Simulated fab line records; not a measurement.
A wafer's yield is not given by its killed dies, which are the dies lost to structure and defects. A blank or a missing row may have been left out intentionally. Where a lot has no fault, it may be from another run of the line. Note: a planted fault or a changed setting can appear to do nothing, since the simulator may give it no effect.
Chamber matching	flow n5-finfet	4 sister chambers for N5_BEOL_M5_STRIP_64 on rie-diel-05
The step strips in CF4. 7 wafers are shown with their chamber, then 7 later ones without.

EACH WAFER AND ITS CHAMBER
wafer	chamber	throttle-valve-pct (%)	oes-product-au (a.u.)
L083.1	0	13.56	0.69
L083.4	1	13.41	0.84
L083.5	2	13.32	0.87
L093.5	0	13.58	0.68
L093.6	3	13.10	0.87
L094.2	3	13.13	0.86
L094.4	1	13.45	0.81

WAFERS MISSING THEIR CHAMBER
wafer	throttle-valve-pct (%)	oes-product-au (a.u.)
L094.6	13.35	0.85
L096.1	13.12	0.85
L096.5	13.35	0.84
L096.6	13.45	0.81
L097.2	13.13	0.87
L097.5	13.46	0.82
L097.6	13.11	0.86

CHAMBER TAKEN BY EACH
wafer	from the rows above	in truth
L094.6	2	2
L096.1	3	3
L096.5	can't be placed: 2 or 1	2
L096.6	1	1
L097.2	3	3
L097.5	1	1
L097.6	3	3
6 of 7 placed correctly. Can't be placed from these rows: 1 (the true chamber is among the candidates in 1). Wrongly placed: 0.
How it was worked out, from the rows above alone: a wafer's distance from a chamber is the root of the sum, over the readings, of the square of ((its reading less the chamber's mean) divided by the reading's scatter). The wafer belongs to the nearest chamber; if the next one is less than 2 further off, it can't be placed. For every chamber, the mean is computed from those of its wafers that are shown. The scatter: the root of (the sum of the squares of (reading less its chamber's mean) over the shown wafers, divided by (wafers less chambers)).
